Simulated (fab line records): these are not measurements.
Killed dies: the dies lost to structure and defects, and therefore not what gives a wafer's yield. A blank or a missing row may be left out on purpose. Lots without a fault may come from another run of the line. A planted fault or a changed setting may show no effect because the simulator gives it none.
Chamber matching + flow nand-harc + 4 sister chambers for NHARC_P_CONTACT_CMP_01 on cmp-03
The step polishes SiO2, target thk 200 nm. 7 wafers are shown with their chamber, then 8 later ones without.

## WAFERS PAIRED WITH THEIR CHAMBERS
| wafer  | chamber | motor-current-A (A) | slurry-filter-dp-kPa (kPa) |
|--------|---------|---------------------|----------------------------|
| L084.3 | 1       | 12.8                | 13.58                      |
| L089.4 | 0       | 12.7                | 13.59                      |
| L089.5 | 3       | 10.6                | 13.58                      |
| L090.2 | 2       | 10.1                | 13.67                      |
| L090.3 | 0       | 12.8                | 13.54                      |
| L090.5 | 2       | 10.3                | 13.61                      |
| L093.2 | 3       | 10.7                | 13.34                      |

## WAFERS WITH NO CHAMBER GIVEN
| wafer  | motor-current-A (A) | slurry-filter-dp-kPa (kPa) |
|--------|---------------------|----------------------------|
| L093.4 | 11.8                | 13.34                      |
| L093.6 | 12.7                | 13.49                      |
| L095.1 | 11.2                | 13.38                      |
| L095.2 | 9.7                 | 13.44                      |
| L095.5 | 12.2                | 13.58                      |
| L096.1 | 12.0                | 13.24                      |
| L096.3 | 10.4                | 13.51                      |
| L096.5 | 12.8                | 13.35                      |

## EACH ONE'S CHAMBER
| wafer  | from the rows above          | in truth |
|--------|------------------------------|----------|
| L093.4 | can't be placed: 0 or 1 or 3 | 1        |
| L093.6 | can't be placed: 0 or 1      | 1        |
| L095.1 | 3                            | 3        |
| L095.2 | 2                            | 2        |
| L095.5 | can't be placed: 0 or 1      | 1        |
| L096.1 | can't be placed: 0 or 1      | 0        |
| L096.3 | can't be placed: 2 or 3      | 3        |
| L096.5 | can't be placed: 0 or 1      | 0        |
Placed correctly: 2 of 8. These rows do not allow placing 6 (true chamber among the candidates in 6). Wrongly placed: 0.
How it was worked out, from the rows above alone: a wafer's distance from a chamber is the root of the sum, over the readings, of the square of ((its reading less the chamber's mean) divided by the reading's scatter). The wafer belongs to the nearest chamber; if the next one is less than 2 further off, it can't be placed. The mean given for a chamber averages the wafers shown for that chamber. The scatter is the square root of a quotient: the sum, over the shown wafers, of each reading's squared deviation from its chamber's mean, divided by wafers minus chambers.
